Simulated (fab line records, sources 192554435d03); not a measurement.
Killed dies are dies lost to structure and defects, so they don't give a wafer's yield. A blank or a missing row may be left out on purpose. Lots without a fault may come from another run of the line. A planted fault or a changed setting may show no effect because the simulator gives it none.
Which tool did it? | flow n5_finfet | 24 lots, 72 wafers sampled, at 6 steps of a route of 1938

WHAT THE GAUGES READ, wafer by wafer
N5_BEOL_M5_RS_MEAS_57: measures by four-point-probe. Usual: M5_RS 0.391 ohm/sq, standard deviation 0.014.
lot  | measured     | on            | M5_RS (ohm/sq)    | flag
L075 | day 8 17:59  | film_metro-01 | 0.373 0.379 0.400 |
L077 | day 8 22:15  | film_metro-02 | 0.412 0.418 0.403 |
L074 | day 8 22:00  | film_metro-02 | 0.390 0.381 0.398 |
L076 | day 9 00:19  | film_metro-02 | 0.403 0.387 0.415 |
L080 | day 9 20:28  | film_metro-01 | 0.404 0.400 0.391 |
L078 | day 9 22:31  | film_metro-01 | 0.391 0.409 0.406 |
L079 | day 10 01:09 | film_metro-02 | 0.380 0.378 0.412 |
L081 | day 10 09:03 | film_metro-01 | 0.396 0.408 0.408 |
L082 | day 10 18:11 | film_metro-02 | 0.405 0.400 0.401 |
L083 | day 11 02:17 | film_metro-02 | 0.389 0.389 0.393 |
L084 | day 11 08:58 | film_metro-01 | 0.408 0.425 0.400 |
L086 | day 11 09:25 | film_metro-01 | 0.374 0.380 0.412 |
L085 | day 11 18:17 | film_metro-01 | 0.389 0.387 0.384 |
L087 | day 12 06:29 | film_metro-01 | 0.388 0.398 0.376 |
L088 | day 12 12:25 | film_metro-01 | 0.398 0.384 0.394 |
L090 | day 12 14:58 | film_metro-02 | 0.391 0.392 0.374 |
L092 | day 12 22:05 | film_metro-01 | 0.378 0.368 0.402 |
L089 | day 13 04:38 | film_metro-01 | 0.385 0.381 0.376 |
L091 | day 13 06:36 | film_metro-01 | 0.403 0.370 0.410 |
L093 | day 13 12:59 | film_metro-01 | 0.391 0.379 0.397 |
L095 | day 13 22:38 | film_metro-02 | 0.371 0.374 0.382 |
L094 | day 13 23:56 | film_metro-02 | 0.384 0.380 0.370 |
L096 | day 14 05:06 | film_metro-01 | 0.405 0.371 0.416 |
L097 | day 14 19:17 | film_metro-01 | 0.395 0.410 0.402 |

N5_BEOL_M6_CD_MEAS_18: pitch 80 nm, target cd 40 nm. Usual: cd_nm 39.9 nm, standard deviation 0.65.
lot  | measured     | on        | cd_nm (nm)     | flag
L075 | day 8 22:10  | cd_sem-01 | 40.4 40.7 39.9 |
L077 | day 9 02:40  | cd_sem-01 | 39.7 38.6 39.3 |
L074 | day 9 02:37  | cd_sem-02 | 40.0 40.8 40.4 |
L076 | day 9 03:07  | cd_sem-02 | 38.5 38.9 38.8 |
L080 | day 10 03:11 | cd_sem-02 | 39.6 38.9 39.1 |
L078 | day 10 03:28 | cd_sem-03 | 41.3 40.6 40.6 |
L079 | day 10 03:46 | cd_sem-03 | 39.4 39.4 39.7 |
L081 | day 10 12:34 | cd_sem-03 | 40.3 39.8 39.6 |
L082 | day 10 22:29 | cd_sem-02 | 41.1 41.3 40.7 |
L083 | day 11 04:14 | cd_sem-01 | 40.1 39.9 40.4 |
L084 | day 11 11:54 | cd_sem-03 | 40.9 39.7 39.3 |
L086 | day 11 12:00 | cd_sem-03 | 40.1 39.7 40.5 |
L085 | day 11 21:03 | cd_sem-01 | 39.4 40.4 39.5 |
L087 | day 12 08:09 | cd_sem-03 | 39.6 40.7 40.2 |
L088 | day 12 15:19 | cd_sem-02 | 40.2 40.4 40.0 |
L090 | day 12 18:28 | cd_sem-03 | 40.3 39.4 40.2 |
L092 | day 12 23:47 | cd_sem-01 | 40.4 39.2 39.9 |
L089 | day 13 07:14 | cd_sem-03 | 40.5 39.0 40.2 |
L091 | day 13 10:25 | cd_sem-01 | 39.7 40.5 40.6 |
L093 | day 13 14:55 | cd_sem-02 | 40.4 40.1 40.0 |
L095 | day 14 01:18 | cd_sem-03 | 39.4 39.0 39.0 |
L094 | day 14 04:05 | cd_sem-03 | 39.9 39.5 40.8 |
L096 | day 14 08:55 | cd_sem-02 | 40.7 40.7 40.8 |
L097 | day 14 22:14 | cd_sem-01 | 40.2 40.1 39.3 |

N5_BEOL_M6_CD_MEAS_28: target cd 40 nm. Usual: cd_nm 40.05 nm, standard deviation 0.23.
lot  | measured     | on        | cd_nm (nm)        | flag
L075 | day 9 00:46  | cd_sem-02 | 40.03 40.49 40.13 |
L077 | day 9 03:28  | cd_sem-02 | 40.33 39.95 40.29 |
L074 | day 9 03:17  | cd_sem-02 | 39.38 40.24 39.89 |
L076 | day 9 03:45  | cd_sem-01 | 40.28 40.00 40.26 |
L080 | day 10 04:19 | cd_sem-03 | 39.89 40.16 40.09 |
L078 | day 10 04:25 | cd_sem-03 | 40.27 39.88 39.98 |
L079 | day 10 04:22 | cd_sem-01 | 40.22 40.43 40.05 |
L081 | day 10 14:10 | cd_sem-03 | 40.12 40.51 40.15 |
L082 | day 10 22:55 | cd_sem-02 | 40.23 39.78 40.32 |
L083 | day 11 04:47 | cd_sem-02 | 39.97 40.22 40.48 |
L084 | day 11 14:06 | cd_sem-03 | 39.97 40.35 39.74 |
L086 | day 11 14:47 | cd_sem-03 | 40.23 40.03 39.78 |
L085 | day 11 22:25 | cd_sem-02 | 40.28 40.48 39.95 |
L087 | day 12 10:41 | cd_sem-03 | 39.63 40.10 39.85 |
L088 | day 12 16:05 | cd_sem-03 | 40.04 40.55 40.16 |
L090 | day 12 18:58 | cd_sem-01 | 39.90 39.98 39.70 |
L092 | day 13 02:25 | cd_sem-01 | 40.33 39.97 40.22 |
L089 | day 13 09:20 | cd_sem-03 | 39.97 40.01 40.16 |
L091 | day 13 10:51 | cd_sem-01 | 39.80 39.91 39.96 |
L093 | day 13 17:04 | cd_sem-01 | 39.86 40.09 40.05 |
L095 | day 14 02:23 | cd_sem-01 | 40.19 40.11 40.40 |
L094 | day 14 04:32 | cd_sem-01 | 39.88 39.90 40.09 |
L096 | day 14 11:55 | cd_sem-02 | 40.24 39.96 39.91 |
L097 | day 14 22:40 | cd_sem-03 | 39.81 40.06 39.88 |

WHICH TOOL RAN EACH LOT (tool, then ch and the chambers of the sampled wafers, then the start)
lot  | N5_BEOL_M5_SPUTTER_88        | N5_BEOL_M5_SPUTTER_90        | N5_BEOL_M6_HM_DEP_02
L075 | pvd_sputter-02, day 8 15:50  | pvd_sputter-02, day 8 16:56  | pvd_sputter-01, day 8 21:07
L077 | pvd_sputter-01, day 8 19:41  | pvd_sputter-01, day 8 20:46  | pvd_sputter-02, day 9 01:22
L074 | pvd_sputter-03, day 8 19:52  | pvd_sputter-03, day 8 20:56  | pvd_sputter-02, day 9 01:16
L076 | pvd_sputter-02, day 8 22:09  | pvd_sputter-02, day 8 23:14  | pvd_sputter-02, day 9 01:46
L080 | pvd_sputter-02, day 9 18:03  | pvd_sputter-02, day 9 19:08  | pvd_sputter-02, day 10 01:47
L078 | pvd_sputter-03, day 9 20:00  | pvd_sputter-03, day 9 21:11  | pvd_sputter-02, day 10 02:16
L079 | pvd_sputter-01, day 9 23:01  | pvd_sputter-01, day 10 00:05 | pvd_sputter-02, day 10 02:34
L081 | pvd_sputter-02, day 10 06:46 | pvd_sputter-02, day 10 07:50 | pvd_sputter-02, day 10 10:58
L082 | pvd_sputter-01, day 10 14:02 | pvd_sputter-01, day 10 16:53 | pvd_sputter-01, day 10 19:43
L083 | pvd_sputter-03, day 11 00:08 | pvd_sputter-03, day 11 01:14 | pvd_sputter-02, day 11 03:03
L084 | pvd_sputter-02, day 11 06:30 | pvd_sputter-02, day 11 07:35 | pvd_sputter-03, day 11 10:49
L086 | pvd_sputter-01, day 11 06:53 | pvd_sputter-01, day 11 07:58 | pvd_sputter-03, day 11 11:01
L085 | pvd_sputter-01, day 11 16:00 | pvd_sputter-01, day 11 17:05 | pvd_sputter-02, day 11 19:47
L087 | pvd_sputter-03, day 12 00:18 | pvd_sputter-03, day 12 05:22 | pvd_sputter-01, day 12 07:14
L088 | pvd_sputter-03, day 12 10:17 | pvd_sputter-03, day 12 11:22 | pvd_sputter-01, day 12 14:24
L090 | pvd_sputter-01, day 12 12:50 | pvd_sputter-01, day 12 13:55 | pvd_sputter-03, day 12 17:28
L092 | pvd_sputter-02, day 12 19:55 | pvd_sputter-02, day 12 21:01 | pvd_sputter-03, day 12 22:49
L089 | pvd_sputter-02, day 13 02:30 | pvd_sputter-02, day 13 03:35 | pvd_sputter-01, day 13 06:11
L091 | pvd_sputter-03, day 13 04:11 | pvd_sputter-03, day 13 05:16 | pvd_sputter-02, day 13 09:07
L093 | pvd_sputter-01, day 13 10:41 | pvd_sputter-01, day 13 11:47 | pvd_sputter-03, day 13 13:52
L095 | pvd_sputter-01, day 13 19:55 | pvd_sputter-01, day 13 20:59 | pvd_sputter-02, day 14 00:12
L094 | pvd_sputter-03, day 13 21:47 | pvd_sputter-03, day 13 22:52 | pvd_sputter-01, day 14 02:52
L096 | pvd_sputter-03, day 14 02:57 | pvd_sputter-03, day 14 04:02 | pvd_sputter-02, day 14 07:43
L097 | pvd_sputter-03, day 14 17:08 | pvd_sputter-03, day 14 18:13 | pvd_sputter-02, day 14 20:54
- N5_BEOL_M5_SPUTTER_88: material Cu, target thk 15 nm, time 27.62 s.
- N5_BEOL_M5_SPUTTER_90: material Cu, target thk 4.5 nm, time 8.29 s.
- N5_BEOL_M6_HM_DEP_02: deposits TiN, target thk 20 nm.

WHAT THE TOOLS THEMSELVES READ (means of the sampled wafers that have a number; where no wafer has one, the mark that the record gives instead)
N5_BEOL_M5_SPUTTER_88. Usual: throttle_valve_pct 29.7 %, standard deviation 1.1.
lot  | tool           | throttle_valve_pct (%) | flag
L075 | pvd_sputter-02 | 29.6                   |
L077 | pvd_sputter-01 | 29.2                   |
L074 | pvd_sputter-03 | 29.7                   |
L076 | pvd_sputter-02 | 29.3                   |
L080 | pvd_sputter-02 | 30.0                   |
L078 | pvd_sputter-03 | 29.7                   |
L079 | pvd_sputter-01 | 29.5                   |
L081 | pvd_sputter-02 | 29.6                   |
L082 | pvd_sputter-01 | 28.9                   |
L083 | pvd_sputter-03 | 29.2                   |
L084 | pvd_sputter-02 | 29.5                   |
L086 | pvd_sputter-01 | 28.9                   |
L085 | pvd_sputter-01 | 29.5                   |
L087 | pvd_sputter-03 | 29.2                   |
L088 | pvd_sputter-03 | 29.7                   |
L090 | pvd_sputter-01 | 29.5                   |
L092 | pvd_sputter-02 | 29.6                   |
L089 | pvd_sputter-02 | 29.9                   |
L091 | pvd_sputter-03 | 28.6                   |
L093 | pvd_sputter-01 | 29.6                   |
L095 | pvd_sputter-01 | 28.8                   |
L094 | pvd_sputter-03 | 31.6                   |
L096 | pvd_sputter-03 | 29.6                   |
L097 | pvd_sputter-03 | 30.5                   |

N5_BEOL_M5_SPUTTER_90. Usual: throttle_valve_pct 29.7 %, standard deviation 1.1.
lot  | tool           | throttle_valve_pct (%) | flag
L075 | pvd_sputter-02 | 29.7                   |
L077 | pvd_sputter-01 | 29.3                   |
L074 | pvd_sputter-03 | 29.6                   |
L076 | pvd_sputter-02 | 29.2                   |
L080 | pvd_sputter-02 | 30.1                   |
L078 | pvd_sputter-03 | 29.7                   |
L079 | pvd_sputter-01 | 29.6                   |
L081 | pvd_sputter-02 | 29.4                   |
L082 | pvd_sputter-01 | 28.8                   |
L083 | pvd_sputter-03 | 29.1                   |
L084 | pvd_sputter-02 | 29.6                   |
L086 | pvd_sputter-01 | 29.0                   |
L085 | pvd_sputter-01 | 29.5                   |
L087 | pvd_sputter-03 | 29.2                   |
L088 | pvd_sputter-03 | 29.8                   |
L090 | pvd_sputter-01 | 29.4                   |
L092 | pvd_sputter-02 | 29.7                   |
L089 | pvd_sputter-02 | 30.0                   |
L091 | pvd_sputter-03 | 28.7                   |
L093 | pvd_sputter-01 | 29.4                   |
L095 | pvd_sputter-01 | 28.9                   |
L094 | pvd_sputter-03 | 31.5                   |
L096 | pvd_sputter-03 | 29.6                   |
L097 | pvd_sputter-03 | 30.2                   |

N5_BEOL_M6_HM_DEP_02. Usual: throttle_valve_pct 29.8 %, standard deviation 0.95.
lot  | tool           | throttle_valve_pct (%) | flag
L075 | pvd_sputter-01 | 30.1                   |
L077 | pvd_sputter-02 | 29.8                   |
L074 | pvd_sputter-02 | 29.5                   |
L076 | pvd_sputter-02 | 29.9                   |
L080 | pvd_sputter-02 | 29.2                   |
L078 | pvd_sputter-02 | 29.6                   |
L079 | pvd_sputter-02 | 29.7                   |
L081 | pvd_sputter-02 | 29.3                   |
L082 | pvd_sputter-01 | 29.4                   |
L083 | pvd_sputter-02 | 30.3                   |
L084 | pvd_sputter-03 | 30.8                   |
L086 | pvd_sputter-03 | 30.9                   |
L085 | pvd_sputter-02 | 30.3                   |
L087 | pvd_sputter-01 | 30.3                   |
L088 | pvd_sputter-01 | 29.5                   |
L090 | pvd_sputter-03 | 31.0                   |
L092 | pvd_sputter-03 | 30.9                   |
L089 | pvd_sputter-01 | 28.8                   |
L091 | pvd_sputter-02 | 30.2                   |
L093 | pvd_sputter-03 | 30.7                   |
L095 | pvd_sputter-02 | 29.9                   |
L094 | pvd_sputter-01 | 29.3                   |
L096 | pvd_sputter-02 | 29.3                   |
L097 | pvd_sputter-02 | 30.3                   |

THE ANSWER, worked out from the rows above alone
Rule: a lot is off if the mean of its wafers that have a number lies more than 3 standard deviations from the usual mean. A lot without any number at a reading at which 4 lots or more have one is off too. The other lots that the step has rows for count as sound. The gauges are gone through in route order, then the tools' own readings, and for those a lot's mean is taken as printed above. The first step at which some lot is off is used, and at that step the reading that is off furthest; a lot without a number counts as furthest.
No lot is off at any reading shown: from this, nothing can be told.

WHAT THE SIMULATOR HAD PUT IN
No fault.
